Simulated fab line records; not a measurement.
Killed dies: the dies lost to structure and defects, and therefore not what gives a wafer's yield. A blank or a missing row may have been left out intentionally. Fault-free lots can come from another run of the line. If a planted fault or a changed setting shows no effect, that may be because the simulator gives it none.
Check of tool commonality | flow nand-harc | 33 wafers sampled across 11 lots

REASON FOR OPENING
At NHARC_A_CONTACT_CD_MEAS_42 the reading cd-nm is flagged on 2 of 11 lots. Fault-free wafers read 200.2 nm, with a standard deviation of 0.55.
Rule: a lot is flagged when every wafer of it that has a number lies more than 4 standard deviations from that mean, or none has a number. The other lots count as sound.

lot  | measured     | on        | cd-nm (nm), wafer by wafer | flag
L933 | day 15 19:08 | cd-sem-02 | 200.5 200.1 200.2          |
L936 | day 16 12:49 | cd-sem-03 | 200.5 200.7 200.2          |
L939 | day 17 14:31 | cd-sem-02 | 200.7 200.9 201.1          |
L940 | day 17 19:51 | cd-sem-01 | 200.0 199.9 200.3          |
L941 | day 18 17:31 | cd-sem-02 | 200.3 200.0 199.9          |
L944 | day 19 08:45 | cd-sem-02 | 200.7 200.8 199.9          |
L949 | day 19 21:52 | cd-sem-02 | 200.4 200.1 200.4          |
L955 | day 21 16:51 | cd-sem-03 | 200.4 200.8 200.4          |
L950 | day 21 17:08 | cd-sem-02 | 214.4 213.8 213.5          | FLAGGED
L956 | day 21 20:50 | cd-sem-03 | 199.4 199.0 200.1          |
L954 | day 22 03:38 | cd-sem-01 | 212.1 212.0 211.6          | FLAGGED
The mean of the flagged lots' numbers is 212.9 nm, +12.7 nm from the usual (+23 standard deviations).

WHICH TOOL EACH LOT WENT THROUGH
2 process steps preceding the reading are held in the record, out of 1159 steps in the route. Each cell gives the tool, then ch followed by the chambers the sampled wafers passed through, then the start.
lot  | flag    | NHARC_A_WL_FILL_CVD_20                   | NHARC_A_CONTACT_EXPOSE_39
L933 |         | cvd-w-01 ch 0,1, day 15 19:00 or earlier | arfi-scanner-01 ch 0, day 15 19:00
L936 |         | cvd-w-02 ch 0,1, day 16 12:41 or earlier | arfi-scanner-02 ch 0, day 16 12:41
L939 |         | cvd-w-01 ch 0,1, day 17 14:22 or earlier | arfi-scanner-02 ch 0, day 17 14:22
L940 |         | cvd-w-01 ch 0,1, day 17 19:43 or earlier | arfi-scanner-02 ch 0, day 17 19:43
L941 |         | cvd-w-02 ch 0,1, day 18 17:23 or earlier | arfi-scanner-03 ch 0, day 18 17:23
L944 |         | cvd-w-02 ch 0,1, day 19 08:37 or earlier | arfi-scanner-02 ch 0, day 19 08:37
L949 |         | cvd-w-02 ch 0,1, day 19 21:43 or earlier | arfi-scanner-01 ch 0, day 19 21:43
L955 |         | cvd-w-01 ch 0,1, day 21 16:43 or earlier | arfi-scanner-03 ch 0, day 21 16:43
L950 | FLAGGED | cvd-w-02 ch 0,1, day 21 16:59 or earlier | arfi-scanner-02 ch 0, day 21 16:59
L956 |         | cvd-w-02 ch 0,1, day 21 20:42 or earlier | arfi-scanner-03 ch 0, day 21 20:42
L954 | FLAGGED | cvd-w-01 ch 0,1, day 22 03:29 or earlier | arfi-scanner-02 ch 0, day 22 03:29
What is done by these steps:
- NHARC_A_WL_FILL_CVD_20: deposits W, target thk 75 nm, time 5064 s.
- NHARC_A_CONTACT_EXPOSE_39: exposes mask A CC 3.
- NHARC_A_CONTACT_CD_MEAS_42: target cd 200 nm.

FLAGGED AGAINST TOTAL, ONE TOOL AT A TIME (gauges that did the reading follow at the end)
step                       | tool            | lots run | flagged | share of the flagged lots | sound lots run after its first flagged lot
NHARC_A_WL_FILL_CVD_20     | cvd-w-01        | 5        | 1       | some                      | 0
NHARC_A_WL_FILL_CVD_20     | cvd-w-02        | 6        | 1       | some                      | 1 (L956)
NHARC_A_CONTACT_EXPOSE_39  | arfi-scanner-01 | 2        | 0       | none                      | -
NHARC_A_CONTACT_EXPOSE_39  | arfi-scanner-02 | 6        | 2       | all                       | 0
NHARC_A_CONTACT_EXPOSE_39  | arfi-scanner-03 | 3        | 0       | none                      | -
NHARC_A_CONTACT_CD_MEAS_42 | cd-sem-01       | 2        | 1       | some                      | 0
NHARC_A_CONTACT_CD_MEAS_42 | cd-sem-02       | 6        | 1       | some                      | 0
NHARC_A_CONTACT_CD_MEAS_42 | cd-sem-03       | 3        | 0       | none                      | -
NHARC_A_WL_FILL_CVD_20: start missing for some lots; hours and lot order therefore follow NHARC_A_CONTACT_EXPOSE_39.

WHAT IS ALLOWED BY THE TABLE
1 row of the table ran every flagged lot: arfi-scanner-02 at NHARC_A_CONTACT_EXPOSE_39.
- arfi-scanner-02 at NHARC_A_CONTACT_EXPOSE_39 ran 6 lots, 2 of them flagged. A fault beginning between L944 (day 19 08:37), its last sound lot, and L950 (day 21 16:59), its first flagged one, fits the data. Its own readings lie more than 4 standard deviations out on every wafer of the flagged lots: exposure-dose-mJ-cm2.
One tool is left: arfi-scanner-02 at NHARC_A_CONTACT_EXPOSE_39.

WHAT HAD BEEN PUT IN BY THE SIMULATOR
Process parameters drifting: arfi-scanner-02 at NHARC_A_CONTACT_EXPOSE_39, beginning at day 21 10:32. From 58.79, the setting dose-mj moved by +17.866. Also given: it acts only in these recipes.
Shown lots that were struck: L950, L954. The rule given above showed the same thing.
